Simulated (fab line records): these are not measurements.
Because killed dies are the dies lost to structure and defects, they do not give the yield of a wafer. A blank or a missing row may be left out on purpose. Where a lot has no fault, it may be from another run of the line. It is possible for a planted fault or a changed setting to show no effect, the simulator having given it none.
Split-lot trial	flow n5_finfet	21 wafers read from 7 lots, route of 1938 steps

## THE SPLIT ITSELF
At N5_BEOL_M13_PEB_26 (peb time 90 s), the setting peb_time_s was moved away from the recipe's 90 s on 5 of the 21 wafers read, by -18.5% to +22.3%. All remaining wafers had this setting at the recipe value.

## FROM THE SPLIT TO THE READING: what the file shows between them, 2 steps
- N5_BEOL_M13_DEVELOP_27: develop time 45 s
- N5_BEOL_M13_HARDBAKE_32: time 120 s

## THE READING
cd_nm, in nm, at N5_BEOL_M13_CD_MEAS_28 (target cd 209.5 nm). Typical for fault-free wafers on this fab line: 209.0 nm, with standard deviation 0.93 nm.

wafer	tool, chamber at the split	peb_time_s as run, s	against the recipe	cd_nm, nm	against lot-mates on the recipe
L076.2	litho_track-04, 0	90	recipe	208.7	-
L076.4	litho_track-04, 0	90	recipe	209.5	-
L076.5	litho_track-04, 0	79.56	-11.6%	206.0	-3.1
L083.3	litho_track-02, 0	90	recipe	209.7	-
L083.4	litho_track-02, 0	90	recipe	209.8	-
L083.5	litho_track-02, 0	110.1	+22.3%	214.9	+5.2
L086.1	litho_track-02, 0	90	recipe	209.2	-
L086.3	litho_track-02, 0	90	recipe	209.4	-
L086.5	litho_track-02, 0	107.3	+19.2%	212.7	+3.4
L089.1	litho_track-03, 0	90	recipe	207.5	-
L089.3	litho_track-03, 0	90	recipe	208.6	-
L089.4	litho_track-03, 0	90	recipe	208.8	-
L088.2	litho_track-03, 0	90	recipe	208.7	-
L088.3	litho_track-03, 0	90	recipe	209.6	-
L088.6	litho_track-03, 0	90	recipe	209.5	-
L085.3	litho_track-03, 0	73.38	-18.5%	202.3	-5.8
L085.4	litho_track-03, 0	73.38	-18.5%	203.4	-4.7
L085.5	litho_track-03, 0	90	recipe	208.1	-
L095.2	litho_track-03, 0	90	recipe	209.7	-
L095.3	litho_track-03, 0	90	recipe	210.7	-
L095.5	litho_track-03, 0	90	recipe	209.4	-

FIT RESULTS
A straight line over all 21 wafers: cd_nm changes by +0.276 nm for each +1% of peb_time_s; r = +0.95; the points scatter about the line by 0.88 nm.
The same after taking each lot's own level away (the mean of its wafers on the recipe; 21 wafers): +0.243 nm for each +1%; r = +0.97; scatter 0.55 nm.
That fit puts the effect of the largest move of peb_time_s on the reading at 5.4 nm.
The lots' own levels span 208.10 to 209.93 nm, that is 2.0 times the standard deviation above.
So the slope is not independent of the lot-to-lot level: the two fits are not the same.
Check: for one of the wafers moved furthest among these (+22.3%), held out of the fit, the line's prediction against its lot-mates is +5.32 nm. It came out at +5.15 nm against them.

## OTHER SPLITS ON THESE WAFERS
Before the reading, these wafers also passed through other splits. Each is held against what the fit with the lots' levels taken away leaves over:
other split on the same wafers	wafers away from the commonest value	r with cd_nm (lot level and that fit taken away)
N5_BEOL_M13_COAT_04 spin_rpm	6	-0.01

## THE WHOLE CHAIN: every reading that the file lists as answering this split, in the file's order
step	what it does	reading	change (the file's fit)	r (the file's)
N5_BEOL_M13_CD_MEAS_28	target cd 209.5 nm	cd_nm	+0.234 nm for each +1% of the setting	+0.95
N5_BEOL_M13_DESCUM_33	chemistry O2, time 7.9 s	BEOL_M13.cd_nm (the simulator's own value, which no gauge read)	+0.232 nm for each +1% of the setting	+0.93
N5_BEOL_M13_ETCH_68	etches SOC in N2/H2, time 355 s	BEOL_M13.cd_nm (the simulator's own value, which no gauge read)	+0.24 nm for each +1% of the setting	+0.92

## FILE'S OWN FIT
cd_nm changes by +0.234 nm for each +1% of peb_time_s, r = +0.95.
